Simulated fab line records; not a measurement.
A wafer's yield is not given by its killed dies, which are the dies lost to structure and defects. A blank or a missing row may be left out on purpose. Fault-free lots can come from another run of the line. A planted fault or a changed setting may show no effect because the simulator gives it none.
fab line records    flow nandHarc
record lots=14  wafers=42  lastDay=25
route steps=1159 shown A_CONTACT@922 THIN_TSV@1121 END@1159
lots untouched by any fault: they come from a run of this same line in which no faults occurred
startH: hours from the record's opening day to when the first of the lot's shown wafers began    waitH: hours elapsed since this lot's preceding step    " same as the row above    L1.1+2: several wafers, shown together as one row    - no value, or no start was given    * or withheld: withheld    < > ~ a bound
route shown NAME@n: a module of which the file shows steps, and the number in the route of the first    usual: mean and standard deviation over wafers with no fault    same: alike in all rows    chamber/n: place in a boat    sites: readings site by site    _std_site: the standard deviation of these    _edge_site: mean of outer sites minus mean of inner sites    radiusMm: for every site, how far away it sits from the centre of the wafer    mask NAME#n: copy n    behind: the most recent tool/chamber to have shaped the wafer    hold: why the lot was held/for how many hours/how that ended    device: the transistor (n, p or np) that didn't switch    end of line: at the end of the route, the tests of the same wafers    a step with no rows: only its recipe    killed: not the wafer's yield, but the dies lost to structure and defects at the first sort    map: shows each die of a wafer: x if killed, . if not, _ if none is there
set.NAME: the run value of the setting; set.NAME@STEP: its run value at that earlier step    model.NAME: the simulator's own value behind a step, which no gauge read
route steps across a sampled set of lots; one table per step, one row per wafer
services: a tool's chamber out of use, with start hour (startH, from the record's first day; less than 0 if before it), hours out, and reason
## steps
# step NHARC_A_CONTACT_STRIP_83
# recipe timeS=600  tempC=30  chemistry=postEtchResidueRemover
lot.wafer   tool         chamber  startH  waitH
L238.4+1+2  wetBench-02  4,5,0    385.97  -
L237.6+3+4  wetBench-02  7,1,2    387.61  -
L239.2+1+3  wetBench-07  5,6,0    392.81  -
L236.6+2+5  wetBench-07  5,1,2    394.05  -
L240.6+4+2  wetBench-02  4,7,1    396.83  -
L243.4+3+6  wetBench-06  4,5,0    432.13  -
L244.3+1+2  wetBench-07  6,7,0    436.85  -
L245.5+4+6  wetBench-06  4,5,7    446.73  -
L247.4+6+5  wetBench-02  7,0,2    449.97  -
L248.2+5+3  wetBench-06  7,1,4    455.21  -
L249.4+3+5  wetBench-06  4,7,1    473.54  -
L255.1+5+3  wetBench-02  5,7,0    480.99  -
L257.5+2+1  wetBench-07  2,4,7    505.46  -
L256.5+4+3  wetBench-02  0,2,4    508.18  -
# step NHARC_THIN_TSV_CD_MEAS_16
# usual cdNm=1000.0/1.9
lot.wafer  tool      chamber  startH  waitH  cdNm
L238.1     cdSem-02  -        424.48  0.1    997.3
L238.2     "         -        "       "      1000.5
L238.4     "         -        "       "      1000.5
L237.3     cdSem-02  -        425.79  0.1    1000.4
L237.4     "         -        "       "      996.0
L237.6     "         -        "       "      1000.9
L239.1     cdSem-03  -        437.71  0.1    1000.0
L239.2     "         -        "       "      1000.1
L239.3     "         -        "       "      1002.2
L236.2     cdSem-01  -        438.94  0.1    1001.5
L236.5     "         -        "       "      1001.0
L236.6     "         -        "       "      998.8
L240.2     cdSem-02  -        440.25  0.1    1003.9
L240.4     "         -        "       "      1000.5
L240.6     "         -        "       "      1003.7
L243.3     cdSem-02  -        471.82  0.1    998.4
L243.4     "         -        "       "      996.3
L243.6     "         -        "       "      1000.8
L244.1     cdSem-01  -        480.10  0.1    999.8
L244.2     "         -        "       "      1002.1
L244.3     "         -        "       "      999.0
L245.4     cdSem-01  -        489.16  0.1    1000.9
L245.5     "         -        "       "      1002.7
L245.6     "         -        "       "      1000.4
L248.2     cdSem-02  -        497.38  0.1    1000.2
L248.3     "         -        "       "      1000.1
L248.5     "         -        "       "      998.0
L247.4     cdSem-03  -        498.66  0.1    998.7
L247.5     "         -        "       "      997.4
L247.6     "         -        "       "      995.0
L249.3     cdSem-01  -        522.42  0.1    999.6
L249.4     "         -        "       "      1001.6
L249.5     "         -        "       "      1003.0
L255.1     cdSem-02  -        528.03  0.1    1000.3
L255.3     "         -        "       "      1004.3
L255.5     "         -        "       "      1000.7
L257.1     cdSem-03  -        544.88  0.1    997.8
L257.2     "         -        "       "      1000.3
L257.5     "         -        "       "      1001.2
L256.3     cdSem-02  -        546.06  0.1    998.2
L256.4     "         -        "       "      997.9
L256.5     "         -        "       "      997.5
# step NHARC_THIN_TSV_DEGAS_53
# recipe tempC=300  timeS=60
# usual heaterPowerW=479/67
lot.wafer  tool           chamber  startH  waitH  heaterPowerW
L238.1     pvdSputter-02  -        428.45  0.1    635
L238.4     "              -        "       "      429
L238.2     "              -        "       "      370
L237.3     pvdSputter-02  -        429.71  0.1    377
L237.4     "              -        "       "      453
L237.6     "              -        "       "      447
L239.3     pvdSputter-02  -        441.88  0.1    457
L239.2     "              -        "       "      633
L239.1     "              -        "       "      376
L236.2     pvdSputter-03  -        442.94  0.1    500
L236.6     "              -        "       "      536
L236.5     "              -        "       "      500
L240.4     pvdSputter-03  -        444.05  0.1    532
L240.2     "              -        "       "      494
L240.6     "              -        "       "      533
L243.4     pvdSputter-03  -        476.23  0.1    562
L243.3     "              -        "       "      509
L243.6     "              -        "       "      467
L244.3     pvdSputter-01  -        483.95  0.1    469
L244.1     "              -        "       "      467
L244.2     "              -        "       "      486
L245.4     pvdSputter-02  -        492.99  0.1    469
L245.5     "              -        "       "      608
L245.6     "              -        "       "      429
L248.2     pvdSputter-03  -        501.29  0.1    570
L248.3     "              -        "       "      506
L248.5     "              -        "       "      510
L247.4     pvdSputter-01  -        502.56  0.1    447
L247.6     "              -        "       "      460
L247.5     "              -        "       "      460
L249.3     pvdSputter-02  -        526.83  0.1    438
L249.4     "              -        "       "      459
L249.5     "              -        "       "      424
L255.1     pvdSputter-03  -        531.96  0.1    500
L255.3     "              -        "       "      503
L255.5     "              -        "       "      483
L257.2     pvdSputter-02  -        548.73  0.1    376
L257.1     "              -        "       "      439
L257.5     "              -        "       "      377
L256.3     pvdSputter-01  -        550.15  0.1    502
L256.4     "              -        "       "      479
L256.5     "              -        "       "      468
# step NHARC_THIN_TSV_PRE_CLEAN_54
# recipe timeS=30  tempC=280  gas=H2/He
# usual heaterPowerW=425/61
lot.wafer  tool           chamber  startH  waitH  heaterPowerW
L238.2     pvdSputter-02  -        428.52  0.0    325
L238.1     "              -        "       "      391
L238.4     "              -        "       "      385
L237.3     pvdSputter-02  -        429.79  0.1    564
L237.4     "              -        "       "      325
L237.6     "              -        "       "      377
L239.3     pvdSputter-02  -        441.95  0.1    376
L239.2     "              -        "       "      324
L239.1     "              -        "       "      553
L236.2     pvdSputter-03  -        443.04  0.1    460
L236.5     "              -        "       "      436
L236.6     "              -        "       "      462
L240.4     pvdSputter-03  -        444.13  0.1    430
L240.2     "              -        "       "      465
L240.6     "              -        "       "      429
L243.4     pvdSputter-03  -        476.29  0.1    404
L243.3     "              -        "       "      453
L243.6     "              -        "       "      491
L244.3     pvdSputter-01  -        484.03  0.1    434
L244.1     "              -        "       "      395
L244.2     "              -        "       "      401
L245.4     pvdSputter-02  -        493.06  0.1    401
L245.6     "              -        "       "      381
L245.5     "              -        "       "      324
L248.2     pvdSputter-03  -        501.36  0.1    423
L248.3     "              -        "       "      448
L248.5     "              -        "       "      424
L247.4     pvdSputter-01  -        502.68  0.1    410
L247.6     "              -        "       "      411
L247.5     "              -        "       "      395
L249.4     pvdSputter-02  -        526.98  0.1    332
L249.3     "              -        "       "      402
L249.5     "              -        "       "      387
L255.1     pvdSputter-03  -        532.05  0.1    454
L255.3     "              -        "       "      449
L255.5     "              -        "       "      490
L257.1     pvdSputter-02  -        548.81  0.0    377
L257.2     "              -        "       "      400
L257.5     "              -        "       "      384
L256.3     pvdSputter-01  -        550.22  0.1    420
L256.4     "              -        "       "      400
L256.5     "              -        "       "      419
# step NHARC_END_SORT_01
# recipe tempC=25
# usual killedAtArray=28/9.1  killedAtOther=0.6/0.87  killedAtPeriphery=3.4/2.7  killedDies=32/9  killedOpen=3.2/1.9  killedShort=2.0/1.3
# same grossDies=677
lot.wafer  tool       chamber  startH  waitH  killedAtArray  killedAtOther  killedAtPeriphery  killedDies  killedOpen  killedShort
L248.2     prober-02  0        526.31  2.8    100            0              1                  101         0           3
L248.3     prober-02  0        527.12  3.1    106            0              3                  109         4           3
L248.5     prober-02  0        528.73  3.7    97             0              1                  98          4           2
L247.4     prober-02  0        543.51  3.4    49             0              0                  49          3           1
L247.5     prober-02  0        544.32  3.7    36             0              3                  39          7           1
L247.6     prober-02  0        545.13  4.1    38             0              1                  39          3           1
L249.3     prober-02  0        573.98  3.1    101            1              3                  105         7           4
L249.4     prober-02  0        574.78  3.4    111            2              5                  118         1           4
L249.5     prober-02  0        575.57  3.7    104            2              2                  108         1           5
L257.1     prober-01  0        595.27  2.5    16             1              2                  19          2           2
L257.2     prober-01  0        596.07  2.8    18             2              1                  21          5           2
L257.5     prober-01  0        598.47  3.7    15             0              4                  19          3           3
L256.3     prober-02  0        597.37  3.1    25             1              3                  29          3           1
L256.4     prober-02  0        598.17  3.4    24             0              2                  26          1           3
L256.5     prober-02  0        598.97  3.7    25             0              2                  27          1           1
# killed by level:class
L248.2 A_CONTACT:unspecified=73 A_SLIT:chamberFilmFlake=14 A_CHANNEL_HOLE_D1:chamberFilmFlake=3 A_CHANNEL_FILL_D1:chamberFilmFlake=3 A_CONTACT:chamberFilmFlake=2 A_ONON_D1:geometricParticle:short=1 A_CHANNEL_HOLE_D1:geometricParticle:short=1 A_WL_FILL:geometricParticle:short=1
L248.3 A_CONTACT:unspecified=74 A_SLIT:chamberFilmFlake=15 A_CHANNEL_HOLE_D1:chamberFilmFlake=8 A_STAIRCASE:chamberFilmFlake=2 A_CONTACT:chamberFilmFlake=2 P_STI:geometricParticle:open=1 P_GATE:geometricParticle:open=1 P_CONTACT:geometricParticle:short=1
L248.5 A_CONTACT:unspecified=73 A_SLIT:chamberFilmFlake=12 A_STAIRCASE:chamberFilmFlake=3 A_CHANNEL_HOLE_D1:chamberFilmFlake=2 A_STAIRCASE:geometricParticle:short=1 A_WL_FILL:geometricParticle:open=1 A_WL_FILL:geometricParticle:short=1 A_CONTACT:geometricParticle:open=1
L247.4 A_SLIT:chamberFilmFlake=22 A_CHANNEL_HOLE_D1:chamberFilmFlake=9 A_CONTACT:chamberFilmFlake=7 A_STAIRCASE:chamberFilmFlake=3 A_CHANNEL_FILL_D1:chamberFilmFlake=2 A_SGD_CUT:chamberFilmFlake=2 A_CHANNEL_FILL_D1:geometricParticle:short=1 A_WL_FILL:geometricParticle:open=1
L247.5 A_SLIT:chamberFilmFlake=17 A_CHANNEL_HOLE_D1:chamberFilmFlake=5 A_CONTACT:chamberFilmFlake=5 A_M0:geometricParticle:open=3 A_STAIRCASE:chamberFilmFlake=2 P_STI:geometricParticle:short=1 P_M0:geometricParticle:open=1 A_ONON_D1:geometricParticle:open=1
L247.6 A_SLIT:chamberFilmFlake=12 A_CHANNEL_HOLE_D1:chamberFilmFlake=11 A_SGD_CUT:chamberFilmFlake=6 A_STAIRCASE:chamberFilmFlake=3 A_CONTACT:chamberFilmFlake=2 A_ONON_D1:geometricParticle:short=1 A_WL_FILL:geometricParticle:open=1 A_CONTACT:geometricParticle:open=1
L249.3 A_CONTACT:unspecified=73 A_SLIT:chamberFilmFlake=9 A_STAIRCASE:chamberFilmFlake=3 A_CONTACT:chamberFilmFlake=3 A_BLC:geometricParticle:open=2 A_M0:geometricParticle:open=2 A_BONDPAD:chamberFilmFlake=2 P_CONTACT:geometricParticle:open=1
L249.4 A_CONTACT:unspecified=74 A_SLIT:chamberFilmFlake=14 A_CHANNEL_HOLE_D1:chamberFilmFlake=8 A_BONDPAD:chamberFilmFlake=5 P_M0:chamberFilmFlake=4 A_STAIRCASE:chamberFilmFlake=3 A_CONTACT:chamberFilmFlake=2 THIN_TSV:chamberFilmFlake=2
L249.5 A_CONTACT:unspecified=69 A_SLIT:chamberFilmFlake=14 A_CHANNEL_HOLE_D1:chamberFilmFlake=4 A_STAIRCASE:chamberFilmFlake=3 A_BONDPAD:chamberFilmFlake=3 A_WL_FILL:geometricParticle:short=2 A_WL_FILL:chamberFilmFlake=2 A_CONTACT:chamberFilmFlake=2
L257.1 A_CHANNEL_HOLE_D1:chamberFilmFlake=11 P_M0:geometricParticle:open=1 A_STAIRCASE:geometricParticle:short=1 A_BLC:geometricParticle:open=1 A_M0:geometricParticle:short=1 P_STI:chamberFilmFlake=1 A_STAIRCASE:chamberFilmFlake=1 A_CONTACT:chamberFilmFlake=1
L257.2 A_CHANNEL_HOLE_D1:chamberFilmFlake=8 A_CONTACT:geometricParticle:open=3 A_STAIRCASE:chamberFilmFlake=2 THIN_TSV:chamberFilmFlake=2 A_SOURCE_PLATE:geometricParticle:short=1 A_SOURCE_PLATE:geometricParticle:open=1 A_ONON_D1:geometricParticle:short=1 A_ONON_D1:geometricParticle:open=1
L256.3 A_CONTACT:chamberFilmFlake=9 A_CHANNEL_HOLE_D1:chamberFilmFlake=9 P_BONDPAD:chamberFilmFlake=2 A_CHANNEL_FILL_D1:chamberFilmFlake=2 A_ONON_D1:geometricParticle:short=1 A_WL_FILL:geometricParticle:open=1 A_CONTACT:geometricParticle:open=1 P_GATE:chamberFilmFlake=1
L256.4 A_CHANNEL_HOLE_D1:chamberFilmFlake=13 A_CONTACT:chamberFilmFlake=5 A_STAIRCASE:chamberFilmFlake=2 P_M0:geometricParticle:short=1 P_M1:geometricParticle:short=1 A_ONON_D1:geometricParticle:open=1 A_ONON_D1:geometricParticle:short=1 A_CHANNEL_FILL_D1:chamberFilmFlake=1
L257.5 A_CHANNEL_HOLE_D1:chamberFilmFlake=6 P_STI:chamberFilmFlake=2 A_STAIRCASE:chamberFilmFlake=2 A_CONTACT:chamberFilmFlake=2 P_CONTACT:geometricParticle:short=1 P_M0:geometricParticle:open=1 A_ONON_D1:geometricParticle:short=1 A_CHANNEL_FILL_D1:geometricParticle:short=1
L256.5 A_CHANNEL_HOLE_D1:chamberFilmFlake=11 A_CONTACT:chamberFilmFlake=7 A_CHANNEL_FILL_D1:chamberFilmFlake=3 P_GATE:chamberFilmFlake=2 A_CHANNEL_FILL_D1:geometricParticle:short=1 A_CONTACT:geometricParticle:open=1 A_STAIRCASE:chamberFilmFlake=1 A_BLC:chamberFilmFlake=1
## services
tool           chamber  startH  hours  kind
wetBench-02    0        364.01  -      consumableReplace:bath
wetBench-02    0        364.01  -      consumableReplace:filter
wetBench-02    1        364.01  -      consumableReplace:bath
wetBench-02    1        364.01  -      consumableReplace:filter
wetBench-02    2        364.01  -      consumableReplace:bath
wetBench-02    2        364.01  -      consumableReplace:filter
wetBench-02    3        364.01  -      consumableReplace:bath
wetBench-02    3        364.01  -      consumableReplace:filter
wetBench-02    4        364.01  -      consumableReplace:bath
wetBench-02    4        364.01  -      consumableReplace:filter
wetBench-02    5        364.01  -      consumableReplace:bath
wetBench-02    5        364.01  -      consumableReplace:filter
wetBench-02    6        364.01  -      consumableReplace:bath
wetBench-02    6        364.01  -      consumableReplace:filter
wetBench-02    7        364.01  -      consumableReplace:bath
wetBench-02    7        364.01  -      consumableReplace:filter
pvdSputter-02  -        392.01  10.0   pm
wetBench-07    -        448.00  8.0    pm
pvdSputter-03  -        458.04  10.0   pm
pvdSputter-02  -        473.60  1.8    repair
wetBench-06    -        481.60  8.0    pm
pvdSputter-01  -        514.00  10.0   pm
wetBench-02    -        532.01  8.0    pm
wetBench-02    0        540.01  -      consumableReplace:bath
## key
firstSign step=NHARC_END_SORT_01  reading=killedAtArray  direction=up  sigmas=8.3  usual=28  struck=103
effect step=NHARC_END_SORT_01  reading=killedDies  direction=up  sigmas=8.3  usual=32  struck=106
moreKillsBornAt NHARC_A_CONTACT_STRIP_83@wetBench-06=436
metAt NHARC_A_CONTACT_STRIP_83
struckLots L248,L249
testerLeftOut L248,L249
notActingAt NHARC_THIN_TSV_CD_MEAS_16,NHARC_THIN_TSV_DEGAS_53,NHARC_THIN_TSV_PRE_CLEAN_54
onsetBetween 446.73 455.21
fault kind=chamberParticleSource  tool=wetBench-06  chamber=-  onsetH=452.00  steps=NHARC_A_CONTACT_STRIP_83  ratePerVisitCm2=0.60363  endH=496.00
# testerLeftOut: of these lots the tester's yield and bins aren't shown, on N5 and GAA mostly nor the transistor test; their killed dies are dies lost to structure and defects alone, not to doping, threshold or leakage, so they don't give the yield
